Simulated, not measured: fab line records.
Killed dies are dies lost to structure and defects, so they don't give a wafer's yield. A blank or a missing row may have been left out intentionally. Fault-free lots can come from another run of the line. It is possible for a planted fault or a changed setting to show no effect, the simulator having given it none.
A struck lot beside a sound one ; flow nand harc ; 14 out of 1302 route steps
Sound: wafers L593.2, L593.4, L593.6. The struck wafers were L579.2, L579.4, L579.5. At the end, the cause is stated.
Order at every step that has rows: each side's tool, ch and its chambers, its first start. Under that, the readings that differ: sound wafers ; struck wafers ; difference of the means ; sigmas: that difference in standard deviations of wafers without a fault.
alike: same words and numbers on both sides, and readings whose means sit less than 2 such deviations apart. not compared: any withheld reading, any reading some wafer has no value for, any bound like >300 that may hide the same value, and any number with overlapping values for which the record gives no deviation.
A row with sigmas, a row that says differs or no value, or rows on one side alone: a step with any of these is where the two part. Non-overlapping numbers with no deviation appear without sigmas and do not part them. Lack of a reading on every wafer of one side parts them only where that side has two or more wafers.

first, 1 step without rows for these wafers: NHARC_A_BLC_DESCUM_15 (chemistry O2, time 3 s).
NHARC_A_BLC_ETCH_16: etches the open film in CF4, target depth 39 nm, time 65 s.
  sound on rie diel-07 ch 1,2,3, day 28 14:43; struck on rie diel-02 ch 0,1,2, day 24 07:22
  alike: drypump motor current A, oes product au, rf vpp V, showerhead plenum p Torr, throttle valve pct
  not compared: rf hours counter h
then, 1 step without rows for these wafers: NHARC_A_BLC_ETCH_17 (etches the open film in N2/H2, target depth 390 nm, time 609.38 s).
NHARC_A_BLC_ETCH_18: etches the open film in C4F8/O2/Ar, target depth 910 nm.
  sound on rie diel-07 ch 0,1,2; struck on rie diel-02 ch 0,2,3
  alike: oes product au, rf vpp V
  not compared: rf hours counter h
NHARC_A_BLC_CD_MEAS_19:
  struck on cd sem-03, day 24 08:14; sound on cd sem-01, day 28 15:35
  alike: cd nm
then, 1 step without rows for these wafers: NHARC_A_BLC_STRIP_29 (strips in CF4).
NHARC_A_BLC_STRIP_21: strips in O2.
  sound on rie diel-02 ch 1,2,3, day 28 15:46; struck on rie diel-02 ch 0,1,2, day 24 08:26
  alike: drypump motor current A, oes product au, rf vpp V, showerhead plenum p Torr, throttle valve pct
  not compared: rf hours counter h
then, 1 step without rows for these wafers: NHARC_A_BLC_STRIP_22 (strips in post etch residue remover, time 600 s).
NHARC_A_BLC_DEGAS_30: time 60 s.
  struck on pvd sputter-03, day 24 08:50; sound on pvd sputter-03, day 28 16:13
  alike: heater power w
then, 1 step without rows for these wafers: NHARC_A_BLC_PRE_CLEAN_31 (time 15 s).
NHARC_A_BLC_PVD_32: deposits Ti, target thk 5 nm, time 17.7 s.
  sound on pvd sputter-03; struck on pvd sputter-03
  alike: cathode dc power W, throttle valve pct
then, 1 step without rows for these wafers: NHARC_A_BLC_ALD_23 (deposits TiN, target thk 3 nm, pulse time 1 s, ald cycles 150).
NHARC_A_BLC_CVD_24: deposits W, target thk 150 nm, time 434 s.
  sound on cvd w-01 ch 0,1, day 28 16:46; struck on cvd w-01 ch 0,1, day 24 10:03
  alike: heater power outer w, heater power w, mfc wf6 sccm, throttle valve pct
NHARC_A_BLC_CMP_25: polishes, t overpolish 30 s, target thk 150 nm.
  sound on cmp-03 ch 0,1,3, day 28 17:16; struck on cmp-02 ch 1,2,3, day 24 10:37
reading;sound;struck;difference;sigmas
time to endpoint s (s);29.1 32.4 32.7;62.7 58.1 61.3;+29.3;+12
  alike: motor current A, overpolish run s

== WHERE THEY PART ==
Only at NHARC_A_BLC_CMP_25, within this record.

WHY: what the simulator had put in
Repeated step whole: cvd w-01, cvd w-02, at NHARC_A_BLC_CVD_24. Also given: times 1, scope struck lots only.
